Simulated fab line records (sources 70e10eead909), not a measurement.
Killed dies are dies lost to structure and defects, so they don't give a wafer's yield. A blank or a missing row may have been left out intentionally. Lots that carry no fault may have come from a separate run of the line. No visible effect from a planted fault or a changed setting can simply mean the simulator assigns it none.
One fault through the eyes of 2 desks	flow nand-harc	what lay behind the numbers comes last; until then each desk has only its own

DESK OF THE TOOL OWNER: litho-track-01
At NHARC_A_SLIT_SOFTBAKE_04 (time 55 s), the tool's own readings, given per lot that ran on this tool as the mean of the sampled wafers with a number. A lot is out of limits, marked OUT, if its mean lies more than 4 standard deviations from the usual mean; the brackets give that distance.
Columns: A = chill-plate-temp-C at NHARC_A_SLIT_SOFTBAKE_04, usual 23.00 C; B = exhaust-pa at NHARC_A_SLIT_SOFTBAKE_04, usual 45.0 Pa; C = heater-power-total-W at NHARC_A_SLIT_SOFTBAKE_04, usual 188.44 W
lot	first seen here	A	B	C
L250	day 19 13:00	23.07	46.2	188.36
L252	day 20 08:00	22.95	45.4	188.40
L256	day 21 15:00	23.04	45.5	188.46
L258	day 23 02:00	22.99	45.0	188.43
L259	day 24 00:00	22.95	44.7	188.40
L260	day 24 01:00	23.12	45.0	194.92 (+54) OUT
L263	day 24 14:00	23.02	45.1	198.09 (+80) OUT
L262	day 25 00:00	22.94	45.4	198.18 (+81) OUT
L270	day 28 00:00	22.95	44.5	188.53
L271	day 28 11:00	22.92	42.9	188.59
This desk finds L260, L262, L263 out of limits, L260 being first, at day 24 01:00 (heater-power-total-W at NHARC_A_SLIT_SOFTBAKE_04). L250, L252, L256, L258, L259, L270, L271: within limits.

METROLOGY DESK
Lot by lot, what the gauges showed, no matter which tool ran the lot: averages of those sampled wafers that carry a number. A lot is out of limits, marked OUT, if its mean lies more than 4 standard deviations from the usual mean; the brackets give that distance.
Columns: A = cd-nm at NHARC_A_SLIT_CD_MEAS_21, usual 289.9 nm
lot	first seen here	A
L250	day 19 20:12	289.8
L252	day 20 15:43	291.2
L256	day 21 22:32	289.3
L258	day 23 09:05	290.5
L259	day 24 09:07	289.8
L260	day 24 12:31	289.2
L263	day 24 21:39	291.2
L262	day 25 08:24	288.6
L270	day 28 07:05	290.2
L272	day 28 19:11	290.7
L271	day 28 21:32	288.9
L273	day 30 15:40	291.1
This desk's finding: nothing out of limits on any of the 12 lots.

BROUGHT TOGETHER
On L260, L262, L263, at day 24 01:00, an alarm was possible from the tool owner's desk.
Metrology desk: nothing out of limits seen.
The metrology desk has L260, L262, L263 on record, within its limits.
Of the lots named, all ran NHARC_A_SLIT_SOFTBAKE_04 on litho-track-01.

WHAT WAS PUT IN BY THE SIMULATOR
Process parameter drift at NHARC_A_SLIT_SOFTBAKE_04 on litho-track-01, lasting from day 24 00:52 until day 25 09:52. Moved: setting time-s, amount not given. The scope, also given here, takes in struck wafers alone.
Lots struck among those shown: L260, L262, L263.
Delay in hours, fault start to first out-of-limits reading, by desk: the tool owner's desk at 0.
